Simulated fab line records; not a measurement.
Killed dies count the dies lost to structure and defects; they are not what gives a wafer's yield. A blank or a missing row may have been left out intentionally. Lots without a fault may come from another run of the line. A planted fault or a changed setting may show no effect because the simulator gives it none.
A single fault, viewed from 2 desks    flow nand harc    each desk holds nothing but its own numbers, with what lay behind them at the end

## METROLOGY DESK
Lot by lot, what the gauges showed, no matter which tool ran the lot: averages of those sampled wafers that carry a number. If a lot's mean is further than 4 standard deviations from the usual mean, the lot is out of limits and carries the mark OUT (the distance appears in the brackets).
Columns: A = cd nm at NHARC_THIN_TSV_CD_MEAS_37, usual 5000 nm
lot   first seen here  A
L382  day 19 15:40     5001
L380  day 19 17:08     4998
L381  day 19 20:18     5001
L385  day 20 02:02     4996
L386  day 20 03:40     5001
L383  day 20 14:08     5002
L388  day 21 10:22     5001
L394  day 21 21:31     4998
L390  day 21 22:56     4998
L391  day 22 00:05     4999
L395  day 23 17:20     5000
L400  day 23 21:54     4999
L402  day 24 15:32     5001
L403  day 24 21:32     5003
Finding of this desk: none of the 14 lots has anything out of limits.

## TOOL OWNER'S DESK, rie metal-02
The tool's own readings at NHARC_THIN_TSV_ETCH_36 (etches the open film in Cl2/BCl3, target depth 65 nm, time 18.571 s): means of the sampled wafers that have a number, for each lot that ran on this tool. If a lot's mean is further than 4 standard deviations from the usual mean, the lot is out of limits and carries the mark OUT (the distance appears in the brackets).
Columns: A = drypump motor current A at NHARC_THIN_TSV_ETCH_36, usual 5.8 A; B = oes product au at NHARC_THIN_TSV_ETCH_36, usual 1.000 a.u.
lot   first seen here  A    B
L386  day 20 02:44     6.4  0.985
L388  day 21 09:28     5.1  0.818 (-23) OUT
L390  day 21 22:04     5.1  0.825 (-22) OUT
This desk finds L388, L390 out of limits, L388 being first, at day 21 09:28 (oes product au at NHARC_THIN_TSV_ETCH_36). L386 stayed within limits.

## ALL TOGETHER
On L388, L390, at day 21 09:28, an alarm was possible from the tool owner's desk.
Metrology desk: nothing out of limits seen.
The metrology desk holds a record of L388, L390, inside its limits.
The lots listed all ran NHARC_THIN_TSV_ETCH_36 on rie metal-02.

## WHAT THE SIMULATOR PUT IN
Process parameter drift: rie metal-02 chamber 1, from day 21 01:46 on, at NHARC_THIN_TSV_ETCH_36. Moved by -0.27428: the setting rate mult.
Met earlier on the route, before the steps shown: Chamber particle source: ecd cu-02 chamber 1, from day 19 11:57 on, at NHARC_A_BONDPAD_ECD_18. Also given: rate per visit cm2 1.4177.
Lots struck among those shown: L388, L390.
Hours from the fault's start to each desk's first reading out of limits: the tool owner's desk, 8.
